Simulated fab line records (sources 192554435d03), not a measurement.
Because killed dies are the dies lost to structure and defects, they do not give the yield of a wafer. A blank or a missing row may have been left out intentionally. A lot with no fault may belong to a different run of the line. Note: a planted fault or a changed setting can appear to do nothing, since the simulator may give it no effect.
Chamber matching + flow n5Finfet + uvCure-03 running N5_BEOL_M5_CURE_79: 3 sister chambers
The step cures SiCOH lowk, time 240 s. 3 wafers are shown with their chamber, then 12 later ones without.

WAFERS, EACH WITH ITS CHAMBER
| wafer  | chamber | wafer_temp_C_max |
|--------|---------|------------------|
| L078.6 | 1       | 386.3            |
| L083.5 | 0       | 387.0            |
| L087.6 | 2       | 387.2            |

WAFERS MISSING THEIR CHAMBER
| wafer  | wafer_temp_C_max |
|--------|------------------|
| L085.1 | 387.2            |
| L085.4 | 387.3            |
| L085.5 | 387.4            |
| L088.2 | 386.8            |
| L088.4 | 386.5            |
| L088.6 | 387.1            |
| L089.2 | 386.7            |
| L089.3 | 386.7            |
| L089.6 | 386.3            |
| L097.3 | 387.3            |
| L097.4 | 386.3            |
| L097.6 | 386.4            |

CHAMBER TAKEN BY EACH
| wafer  | from the rows above          | in truth                   |
|--------|------------------------------|----------------------------|
| L085.1 | can't be placed: 2 or 0      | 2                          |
| L085.4 | can't be placed: 2 or 0      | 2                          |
| L085.5 | can't be placed: 2 or 0      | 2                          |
| L088.2 | can't be placed: 0 or 2 or 1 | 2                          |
| L088.4 | can't be placed: 1 or 0      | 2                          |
| L088.6 | can't be placed: 2 or 0      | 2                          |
| L089.2 | can't be placed: 0 or 1 or 2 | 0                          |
| L089.3 | can't be placed: 0 or 1 or 2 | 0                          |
| L089.6 | 1                            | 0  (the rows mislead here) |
| L097.3 | can't be placed: 2 or 0      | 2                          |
| L097.4 | 1                            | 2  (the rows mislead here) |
| L097.6 | 1                            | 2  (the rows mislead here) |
Correctly placed: 0 of 12. From these rows, 9 cannot be placed; in 8 the true chamber is one of the candidates. 3 placed wrongly.
How it was worked out, from the rows above alone: a wafer's distance from a chamber is the root of the sum, over the readings, of the square of ((its reading less the chamber's mean) divided by the reading's scatter). If the next closest chamber is less than 2 further off than the closest, the wafer can't be placed; otherwise it belongs to the closest. For every chamber, the mean is computed from those of its wafers that are shown. The scatter: with one shown wafer a chamber, the root of the mean of the squares of how far each hidden wafer lies from its nearest shown one.
